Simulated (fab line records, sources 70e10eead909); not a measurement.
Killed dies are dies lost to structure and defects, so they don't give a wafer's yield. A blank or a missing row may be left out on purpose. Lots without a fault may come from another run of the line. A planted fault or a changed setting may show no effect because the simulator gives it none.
Which tool did it? | flow nand_harc | 12 lots, 36 wafers sampled, at 3 steps of a route of 1302

WHAT THE GAUGES READ, wafer by wafer
NHARC_P_ZERO_WELL_CD_MEAS_24: target cd 720 nm.
lot  | measured     | on        | cd_nm (nm)
L561 | day 3 04:35  | cd_sem-01 | 717.8 716.0 716.9
L562 | day 3 14:30  | cd_sem-01 | 718.0 716.9 723.6
L563 | day 4 00:36  | cd_sem-02 | 722.2 720.2 717.0
L564 | day 4 10:20  | cd_sem-03 | 718.2 717.4 719.5
L566 | day 5 06:35  | cd_sem-01 | 721.0 721.5 719.5
L568 | day 6 02:34  | cd_sem-01 | 716.1 721.9 719.1
L574 | day 8 14:34  | cd_sem-03 | 719.3 719.5 717.9
L576 | day 9 10:35  | cd_sem-03 | 719.0 716.5 718.0
L577 | day 9 20:57  | cd_sem-02 | 720.2 716.2 723.1
L579 | day 10 16:29 | cd_sem-03 | 716.3 717.4 717.2
L580 | day 11 02:29 | cd_sem-02 | 718.3 717.2 718.8
L581 | day 11 12:20 | cd_sem-03 | 723.0 722.3 722.5

WHICH TOOL RAN EACH LOT (tool, then ch and the chambers of the sampled wafers, then the start)
lot  | NHARC_P_ZERO_WELL_SOFTBAKE_06     | NHARC_P_ZERO_WELL_DESCUM_13
L561 | litho_track-03 ch 0, day 3 02:00  | rie_diel-13 ch 0,1,2, day 3 03:25
L562 | litho_track-05 ch 0, day 3 12:00  | rie_diel-13 ch 0,1,2, day 3 13:16
L563 | litho_track-05 ch 0, day 3 22:00  | rie_diel-13 ch 2,3, day 3 23:25
L564 | litho_track-02 ch 0, day 4 08:00  | rie_diel-01 ch 0,1,3, day 4 09:16
L566 | litho_track-05 ch 0, day 5 04:00  | rie_diel-13 ch 0,1,3, day 5 05:25
L568 | litho_track-05 ch 0, day 6 00:00  | rie_diel-13 ch 0,2,3, day 6 01:23
L574 | litho_track-05 ch 0, day 8 12:00  | rie_diel-01 ch 0,1,3, day 8 13:25
L576 | litho_track-02 ch 0, day 9 08:00  | rie_diel-01 ch 0,3, day 9 09:24
L577 | litho_track-05 ch 0, day 9 18:00  | rie_diel-13 ch 0,1,2, day 9 19:38
L579 | litho_track-03 ch 0, day 10 14:00 | rie_diel-04 ch 1,2,3, day 10 15:23
L580 | litho_track-05 ch 0, day 11 00:00 | rie_diel-01 ch 1,3, day 11 01:24
L581 | litho_track-03 ch 0, day 11 10:00 | rie_diel-01 ch 0,2,3, day 11 11:17
- NHARC_P_ZERO_WELL_SOFTBAKE_06: time 70 s.
- NHARC_P_ZERO_WELL_DESCUM_13: chemistry O2, time 3 s.

WHAT THE TOOLS THEMSELVES READ (means of the sampled wafers that have a number; where no wafer has one, the mark that the record gives instead)
NHARC_P_ZERO_WELL_SOFTBAKE_06.
lot  | tool           | heater_power_total_W (W)
L561 | litho_track-03 | 200.7
L562 | litho_track-05 | 199.9
L563 | litho_track-05 | 200.8
L564 | litho_track-02 | 201.5
L566 | litho_track-05 | 218.3
L568 | litho_track-05 | 218.4
L574 | litho_track-05 | 201.7
L576 | litho_track-02 | 201.5
L577 | litho_track-05 | 199.3
L579 | litho_track-03 | 201.2
L580 | litho_track-05 | 201.6
L581 | litho_track-03 | 200.3

NHARC_P_ZERO_WELL_DESCUM_13.
lot  | tool        | drypump_motor_current_A (A) | o2_flow_sccm (sccm) | oes_product_au (a.u.) | rf_vpp_V (V) | showerhead_plenum_p_Torr (Torr) | throttle_valve_pct (%)
L561 | rie_diel-13 | 5.9                         | 199.9               | 1.008                 | 58.0         | 1.91                            | 11.315
L562 | rie_diel-13 | 5.9                         | 200.2               | 1.011                 | 58.8         | 1.91                            | 11.314
L563 | rie_diel-13 | 5.7                         | 200.0               | 1.001                 | 56.8         | 1.82                            | 11.314
L564 | rie_diel-01 | 5.4                         | 200.1               | 0.998                 | 58.4         | 2.02                            | 11.306
L566 | rie_diel-13 | 6.1                         | 199.4               | 1.004                 | 57.4         | 1.88                            | 11.317
L568 | rie_diel-13 | 5.7                         | 200.2               | 1.004                 | 57.2         | 1.90                            | 11.318
L574 | rie_diel-01 | 5.4                         | 199.9               | 1.005                 | 58.6         | 2.01                            | 11.308
L576 | rie_diel-01 | 5.2                         | 200.7               | 1.005                 | 57.4         | 2.03                            | 11.319
L577 | rie_diel-13 | 5.9                         | 200.2               | 0.998                 | 57.5         | 1.89                            | 11.312
L579 | rie_diel-04 | 5.9                         | 199.9               | 0.995                 | 58.2         | 1.93                            | 11.314
L580 | rie_diel-01 | 5.4                         | 199.8               | 0.988                 | 57.6         | 1.97                            | 11.304
L581 | rie_diel-01 | 5.6                         | 200.1               | 0.999                 | 58.2         | 1.97                            | 11.312

THE ANSWER, worked out from the rows above alone
Rule: what is usual is taken from the lots themselves. Put in order of their means at a reading, lots are off if they are a third of the lots or fewer, leave a main group of 4 or more, and stand apart from it by a gap of 3 or more times the standard deviation of the main group's means; of several such gaps the widest counts. A main group whose means are all the same, to the digits that the tables above print for the reading, isn't used. A lot without any number at a reading at which 4 lots or more have one is off too. The other lots that the step has rows for count as sound. The gauges are gone through in route order, then the tools' own readings, and for those a lot's mean is taken as printed above. The first step at which some lot is off is used, and at that step the reading that is off furthest; a lot without a number counts as furthest.
Off: L566, L568, at NHARC_P_ZERO_WELL_SOFTBAKE_06 (heater_power_total_W). The main group: mean 200.8 W, standard deviation 0.77.
A tool fits if, at that step or a process step before it, it ran every lot that is off, and no sound lot after the first of them. None of those tried fits.

WHAT THE SIMULATOR HAD PUT IN
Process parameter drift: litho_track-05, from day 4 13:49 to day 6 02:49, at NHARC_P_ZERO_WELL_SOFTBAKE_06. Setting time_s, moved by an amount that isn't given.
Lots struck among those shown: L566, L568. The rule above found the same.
